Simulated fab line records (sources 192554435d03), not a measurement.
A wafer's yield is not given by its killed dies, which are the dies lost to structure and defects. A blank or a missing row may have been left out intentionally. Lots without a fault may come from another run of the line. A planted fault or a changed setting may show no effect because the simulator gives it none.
The tool behind it: which one? -- flow n5-finfet -- 10 lots, 29 wafers sampled, at 5 steps of a route of 1938

WHAT THE GAUGES READ, wafer by wafer
N5_DUMMY_GATE_CD_MEAS_24: the cd target is 15 nm.
lot,measured,on,cd-nm (nm)
L225,day 3 08:06,cd-sem-02,15.0 14.8 14.9
L226,day 3 11:31,cd-sem-02,14.9 15.2 15.3
L227,day 3 16:48,cd-sem-03,15.2 15.2 15.3
L230,day 4 12:40,cd-sem-01,14.8 15.5 15.2
L231,day 4 20:20,cd-sem-01,15.1 15.2 15.2
L232,day 4 23:16,cd-sem-02,15.2 14.9 15.0
L241,day 7 07:04,cd-sem-02,14.7 15.1 15.1
L242,day 7 11:59,cd-sem-02,14.6 15.5
L246,day 8 10:58,cd-sem-02,14.8 15.1 14.8
L247,day 8 17:26,cd-sem-01,14.6 14.4 14.8

N5_SD_EPI_N_OVL_MEAS_10.
lot,measured,on,SD_N_BLK_OVL (nm)
L225,day 3 10:59,overlay-02,-1.3 -1.2 -0.7
L226,day 3 12:57,overlay-01,0.6 -0.5 0.5
L227,day 3 18:17,overlay-02,-0.7 -0.5 -0.7
L230,day 4 14:01,overlay-02,-0.1 -0.7 0.0
L231,day 5 00:04,overlay-02,-1.7 -1.5 -1.1
L232,day 5 00:36,overlay-01,-0.6 -0.6 -1.8
L241,day 7 08:24,overlay-02,0.3 -0.6 -0.3
L242,day 7 13:28,overlay-01,-0.1 -0.4
L246,day 8 13:26,overlay-01,0.3 0.7 1.2
L247,day 8 23:37,overlay-01,-1.9 -1.3 -0.6

N5_SD_EPI_N_INSPECT_11: inspects for defects (macro).
lot,measured,on,raw-defect-count
L225,day 3 11:01,defect-inspect-01,2 1 3
L226,day 3 12:58,defect-inspect-02,3 2 3
L227,day 3 18:18,defect-inspect-01,1 1 2
L230,day 4 14:03,defect-inspect-02,2 2 2
L231,day 5 00:05,defect-inspect-02,1 1 2
L232,day 5 00:38,defect-inspect-02,4 2 1
L241,day 7 08:25,defect-inspect-02,2 1 1
L242,day 7 13:29,defect-inspect-02,3 3
L246,day 8 13:28,defect-inspect-02,3 1 2
L247,day 8 23:39,defect-inspect-01,1 0 3

N5_BEOL_M4_RC_MEAS_101.
lot,measured,on,DIBL_N (mV/V),DIBL_P (mV/V),IOFF_N (nA/um),IOFF_P (nA/um),ION_N (uA/um),ION_P (uA/um),SS_N (mV/dec),SS_P (mV/dec),VT_N (mV),VT_P (mV)
L225,day 8 08:17,prober-01,36.1 35.8 37.7,35.6 36.2 38.1,0.155 0.145 0.185,0.203 0.211 0.249,683 671 689,462 461 471,71.5 70.9 71.6,72.9 72.7 73.9,248.2 248.5 246.0,-249.9 -250.4 -247.5
L226,day 8 12:03,prober-01,36.8 37.7 36.8,35.5 35.8 34.7,0.161 0.174 0.162,0.221 0.220 0.213,675 674 664,463 466 460,71.3 71.2 71.5,73.0 73.1 73.5,250.1 250.3 248.5,-248.8 -249.0 -247.3
L227,day 8 14:11,prober-02,35.7 34.9 34.4,34.7 33.4 33.8,0.146 0.125 0.125,0.190 0.172 0.180,672 666 667,463 457 464,71.5 70.9 71.1,72.8 72.9 72.9,252.3 252.6 252.0,-249.1 -253.1 -251.7
L230,day 9 12:39,prober-02,36.5 37.4 37.1,35.8 37.8 37.4,0.158 0.188 0.198,0.203 0.239 0.240,669 675 683,459 459 466,71.6 71.5 71.6,73.5 73.4 74.4,249.0 248.5 248.4,-249.5 -247.8 -247.9
L231,day 9 19:53,prober-01,34.3 35.1 35.0,34.7 35.5 35.4,0.129 0.140 0.140,0.158 0.175 0.171,664 679 663,450 461 454,71.2 71.3 71.4,73.6 73.3 73.3,252.9 248.6 249.8,-256.2 -252.5 -253.8
L232,day 9 14:19,prober-02,36.9 37.7 36.9,34.3 35.4 34.6,0.153 0.170 0.166,0.203 0.221 0.202,670 667 674,467 462 459,71.5 71.7 71.5,73.2 72.8 72.8,249.4 247.7 250.3,-248.5 -248.0 -252.3
L241,day 12 04:41,prober-02,37.3 38.1 35.5,39.7 39.0 36.3,0.196 0.208 0.151,0.241 0.229 0.188,692 690 678,468 466 464,71.8 72.2 71.4,73.2 74.0 73.0,245.1 246.5 249.1,-249.5 -250.1 -253.0
L242,day 12 11:00,prober-02,38.9 36.7,37.3 34.8,0.208 0.159,0.248 0.206,681 669,465 455,72.7 71.6,73.9 73.2,246.5 250.7,-248.7 -250.7
L246,day 13 06:17,prober-01,35.6 36.1 36.0,36.5 37.8 37.2,0.161 0.182 0.166,0.215 0.238 0.222,666 681 677,461 461 462,71.9 71.8 72.7,73.0 73.9 73.7,249.0 246.7 248.1,-250.2 -247.1 -251.9
L247,day 13 22:22,prober-01,37.1 36.0 35.0,36.4 35.6 34.3,0.166 0.143 0.132,0.217 0.202 0.178,679 674 662,465 463 457,71.8 71.9 71.6,73.3 73.1 73.4,250.1 250.6 251.1,-246.2 -248.4 -248.6

TOOL THAT RAN EACH LOT (tool first, then ch and the chambers of the sampled wafers, then the start)
lot,N5_SD_EPI_N_ETCHBACK_44
L225,"rie-diel-01 ch 0,2, day 3 11:28"
L226,"rie-diel-01 ch 0,2,3, day 3 13:25"
L227,"rie-diel-04 ch 0,1,2, day 3 18:45"
L230,"rie-diel-05 ch 1,2,3, day 4 15:04"
L231,"rie-diel-05 ch 1,2,3, day 5 00:43"
L232,"rie-diel-05 ch 0,1,3, day 5 01:41"
L241,"rie-diel-05 ch 0,1,2, day 7 09:04"
L242,"rie-diel-05 ch 2, day 7 14:02"
L246,"rie-diel-04 ch 0,1, day 8 14:08"
L247,"rie-diel-04 ch 0,3, day 9 00:05"
- N5_SD_EPI_N_ETCHBACK_44: etches SiNx in CH3F/O2, stops on SiO2, target depth 14.5 nm.

AS READ BY THE TOOLS THEMSELVES (means over the sampled wafers that have a number; for cases with no such wafer, the mark the record gives instead)
N5_SD_EPI_N_ETCHBACK_44.
lot,tool,drypump-motor-current-A (A),oes_ar_750_au (a.u.),oes-product-au (a.u.),rf-fwd-power-W (W),rf-vpp-V (V),showerhead-plenum-p-Torr (Torr),throttle-valve-pct (%)
L225,rie-diel-01,6.2,0.80,0.68,393.9,298.1,2.02,16.40
L226,rie-diel-01,5.7,0.80,0.69,393.7,296.8,1.99,16.42
L227,rie-diel-04,6.0,0.75,0.65,392.7,296.5,1.99,16.24
L230,rie-diel-05,6.1,0.78,0.67,393.1,300.3,2.07,16.37
L231,rie-diel-05,6.1,0.78,0.66,394.0,298.9,2.07,16.40
L232,rie-diel-05,5.8,0.79,0.68,393.3,300.0,2.04,16.33
L241,rie-diel-05,6.2,0.76,0.65,394.9,299.8,2.00,16.33
L242,rie-diel-05,6.6,0.79,0.65,395.0,296.4,2.01,16.36
L246,rie-diel-04,6.3,0.72,0.62,391.2,296.3,1.93,16.32
L247,rie-diel-04,6.0,0.72,0.61,394.4,297.4,2.01,16.22

THE ANSWER, worked out from the rows above alone
Rule: the usual values come from the lots themselves. Put in order of their means at a reading, lots are off if they are a third of the lots or fewer, leave a main group of 4 or more, and stand apart from it by a gap of 3 or more times the standard deviation of the main group's means; of several such gaps the widest counts. A main group whose means are all the same, to the digits that the tables above print for the reading, isn't used. Also off: a lot with no number at a reading for which 4 or more lots have one. Any other lot the step has rows for is counted as sound. After the gauges, taken in route order, come the tools' own readings; for these a lot's mean is taken, as printed above. The first step at which some lot is off is used, and at that step the reading that is off furthest; a lot without a number counts as furthest.
Across all readings shown, no lot is off: no conclusion can be drawn from this.

WHAT THE SIMULATOR HAD INSERTED
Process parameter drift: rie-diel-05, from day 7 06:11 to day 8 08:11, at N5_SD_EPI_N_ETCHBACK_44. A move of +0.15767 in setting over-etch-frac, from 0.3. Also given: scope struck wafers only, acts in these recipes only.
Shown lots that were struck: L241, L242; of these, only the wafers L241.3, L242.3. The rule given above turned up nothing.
